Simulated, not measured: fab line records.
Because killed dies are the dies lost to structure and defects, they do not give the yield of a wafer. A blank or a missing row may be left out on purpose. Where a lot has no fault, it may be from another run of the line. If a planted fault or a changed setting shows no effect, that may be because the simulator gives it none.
Comparing a struck lot with a sound one	flow nand harc	16 out of 1302 route steps
Sound: the wafers L311.1, L311.4, L311.5. Wafers struck: L319.4, L319.6. The cause is named last.
For every step that has rows: the tool of each side, followed by ch and its chambers, followed by its first start. Under that, the readings that differ: sound wafers	struck wafers	difference of the means	sigmas: that difference in standard deviations of wafers without a fault.
alike: readings with means less than 2 such deviations apart, plus words and numbers identical on both sides. not compared: withheld readings, readings lacking a value on some wafer, bounds such as >300 that could conceal the same value, and numbers that have no deviation in the record and whose values overlap.
Wherever a step has rows on one side only, a row that says differs or no value, or a row with sigmas, the two part there. When numbers do not overlap yet have no deviation, they are printed without sigmas and do not part them. A reading missing from all wafers of one side parts the sides only when that side holds two or more wafers.

NHARC_A_ONON_D2_THK_MEAS_08: measures by ellipsometry.
  sound on film metro-02, day 12 15:53; struck on film metro-01, day 16 07:56
  alike: thk nm
next comes 1 step that has no rows for these wafers: NHARC_A_ONON_D2_DEP_09 (target thickness 1000 nm).
NHARC_A_ONON_D2_THK_MEAS_11: measures by ellipsometry.
  sound on film metro-01, day 12 16:35; struck on film metro-02, day 16 08:30
  alike: thk nm
next comes 1 step that has no rows for these wafers: NHARC_A_ONON_D2_DEP_12 (target thickness 1000 nm).
NHARC_A_ONON_D2_THK_MEAS_14: measures by ellipsometry.
  sound on film metro-02, day 12 17:09; struck on film metro-01, day 16 09:04
reading	sound	struck	difference	sigmas
thk nm (nm)	991 989 991	1013 1013	+23	+2
then, 2 steps without rows for these wafers: NHARC_A_ONON_D2_ANNEAL_15 (time 3600 s); NHARC_A_ONON_D2_DEP_16 (target thk 1000 nm).
NHARC_A_ONON_D2_THK_MEAS_18: measures by ellipsometry.
  sound on film metro-01, day 13 01:01; struck on film metro-01, day 16 16:25
  alike: thk nm
next comes 1 step that has no rows for these wafers: NHARC_A_ONON_D2_DEP_19 (target thickness 1000 nm).
NHARC_A_ONON_D2_THK_MEAS_21: measures by ellipsometry.
  sound on film metro-01, day 13 01:35; struck on film metro-01, day 16 16:59
  alike: thk nm
next comes 1 step that has no rows for these wafers: NHARC_A_ONON_D2_DEP_22 (target thickness 1000 nm).
NHARC_A_ONON_D2_THK_MEAS_24: measures by ellipsometry.
  sound on film metro-01, day 13 02:08; struck on film metro-01, day 16 17:33
  alike: thk nm
NHARC_A_ONON_D2_DEP_25: target thk 1000 nm.
  sound on pecvd onon-02 ch 0, day 13 02:12; struck on pecvd onon-04 ch 0, day 16 17:47
reading	sound	struck	difference	sigmas
sih4 flow sccm (sccm)	210.5 210.6 210.5	208.8 209.2	-1.5	-2
NHARC_A_ONON_D2_THK_MEAS_27: measures by ellipsometry.
  sound on film metro-01, day 13 02:43; struck on film metro-01, day 16 18:07
reading	sound	struck	difference	sigmas
thk nm (nm)	995 995 995	670 672	-324	-35
next comes 1 step that has no rows for these wafers: NHARC_A_ONON_D2_DEP_28 (target thickness 1000 nm).
-- the record jumps here: 12 days lie between the struck wafers' starts before and after (it left off in module A_ONON_D2 and takes up again in module END, whose first step shown is number 1302 of the route) --
NHARC_END_SORT_01:
  at this point the record logs the struck wafers (prober-01 ch 0, day 28 13:10) and has no rows for the sound ones

## WHERE THEY PART
At NHARC_A_ONON_D2_THK_MEAS_14 first; at NHARC_END_SORT_01 last (within this record only).

WHY: whatever the simulator had introduced
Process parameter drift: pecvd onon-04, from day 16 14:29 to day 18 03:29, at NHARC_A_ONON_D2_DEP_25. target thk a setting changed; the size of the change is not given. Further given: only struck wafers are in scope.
